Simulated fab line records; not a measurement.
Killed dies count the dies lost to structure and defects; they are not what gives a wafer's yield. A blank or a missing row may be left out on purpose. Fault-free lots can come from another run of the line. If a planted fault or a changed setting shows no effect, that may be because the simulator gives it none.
Split-lot study	flow n5Finfet	21 wafers read across 7 lots, on a route 1938 steps long

== THE SPLIT ==
At N5_PMOS_HMC_CHANNEL_EPI_PEB_07 (peb time 60 s), the setting pebTempC was moved away from the recipe's 110 C on 8 of the 21 wafers read, by -1.5% to +2.9%. This setting was run at the recipe's value on the other wafers.

== FROM THE SPLIT TO THE READING: what the file shows between them, 1 step ==
- N5_PMOS_HMC_CHANNEL_EPI_DEVELOP_08: develop time 30 s (also split here: developTimeS)

== THE READING ==
cdNm at N5_PMOS_HMC_CHANNEL_EPI_CD_MEAS_09, given in nm (cd target 237.4 nm). Fault-free wafers of this fab line usually give 237.1 nm, standard deviation 0.9 nm.

wafer	tool, chamber at the split	pebTempC as run, C	against the recipe	cdNm, nm	against lot-mates on the recipe
L078.1	lithoTrack-05, 0	112.5	+2.3%	244.2	+7.2
L078.4	lithoTrack-05, 0	110	recipe	236.6	-
L078.6	lithoTrack-05, 0	110	recipe	237.4	-
L079.2	lithoTrack-05, 0	110	recipe	234.3	-
L079.3	lithoTrack-05, 0	112.8	+2.5%	244.7	+9.3
L079.5	lithoTrack-05, 0	110	recipe	236.5	-
L089.2	lithoTrack-04, 0	108.3	-1.5%	231.7	-4.7
L089.4	lithoTrack-04, 0	110	recipe	236.4	-
L089.5	lithoTrack-04, 0	108.3	-1.5%	230.9	-5.5
L091.1	lithoTrack-05, 0	113.2	+2.9%	247.3	no lot-mate on the recipe
L091.3	lithoTrack-05, 0	113.2	+2.9%	245.7	no lot-mate on the recipe
L091.4	lithoTrack-05, 0	113.2	+2.9%	245.1	no lot-mate on the recipe
L092.2	lithoTrack-03, 0	110	recipe	236.8	-
L092.3	lithoTrack-03, 0	110	recipe	234.8	-
L092.5	lithoTrack-03, 0	110	recipe	237.4	-
L093.3	lithoTrack-03, 0	110	recipe	236.8	-
L093.5	lithoTrack-03, 0	111.6	+1.5%	241.9	+5.6
L093.6	lithoTrack-03, 0	110	recipe	235.8	-
L097.2	lithoTrack-04, 0	110	recipe	237.5	-
L097.3	lithoTrack-04, 0	110	recipe	236.9	-
L097.4	lithoTrack-04, 0	110	recipe	236.7	-

FIT RESULTS
A straight line over all 21 wafers: cdNm changes by +3.32 nm for each +1% of pebTempC; r = +0.98; the points scatter about the line by 0.88 nm.
The same after taking each lot's own level away (the mean of its wafers on the recipe; 18 wafers): +3.44 nm for each +1%; r = +0.98; scatter 0.74 nm.
On that fit, the largest move of pebTempC shifts the reading by 10 nm.
Measured against the standard deviation above, the lots' own levels, which go from 235.40 to 237.03 nm, span 1.8 times it.
The two slopes agree, so the slope changes little with the lot-to-lot level.
Check: +8.53 nm against its lot-mates is what the line predicts for one of the wafers moved furthest among these (+2.5%) when that wafer is left out of the fit. Against them it came out at +9.3 nm.

== THE OTHER SPLITS THESE WAFERS WENT THROUGH ==
Note: prior to the reading, these wafers also went through further splits. Each is held against what the fit with the lots' levels taken away leaves over:
other split on the same wafers	wafers away from the commonest value	r with cdNm (lot level and that fit taken away)
N5_ZERO_LAYER_COAT_05 spinRpm	5	+0.04
N5_ZERO_LAYER_EXPOSE_08 doseMj	4	+0.05
N5_PMOS_HMC_CHANNEL_EPI_DEVELOP_08 developTimeS	5	+0.60

== THE WHOLE CHAIN: every reading that the file lists as answering this split, in the file's order ==
step	what it does	reading	change (the file's fit)	r (the file's)
N5_PMOS_HMC_CHANNEL_EPI_CD_MEAS_09	target cd 237.4 nm	cdNm	+3.47 nm for each +1% of the setting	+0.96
N5_PMOS_HMC_CHANNEL_EPI_DESCUM_14	chemistry O2, time 7.9 s	PMOS_HMC_CHANNEL_EPI.cdNm (the simulator's own value, which no gauge read)	+3.45 nm for each +1% of the setting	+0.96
N5_PMOS_HMC_CHANNEL_EPI_ETCH_32	etches BARC in N2/H2, stops on SiO2, target depth 85.8 nm, time 50.3 s	PMOS_HMC_CHANNEL_EPI.cdNm (the simulator's own value, which no gauge read)	+3.38 nm for each +1% of the setting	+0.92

== FILE'S OWN FIT ==
cdNm changes by +3.47 nm for each +1% of pebTempC, r = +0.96.
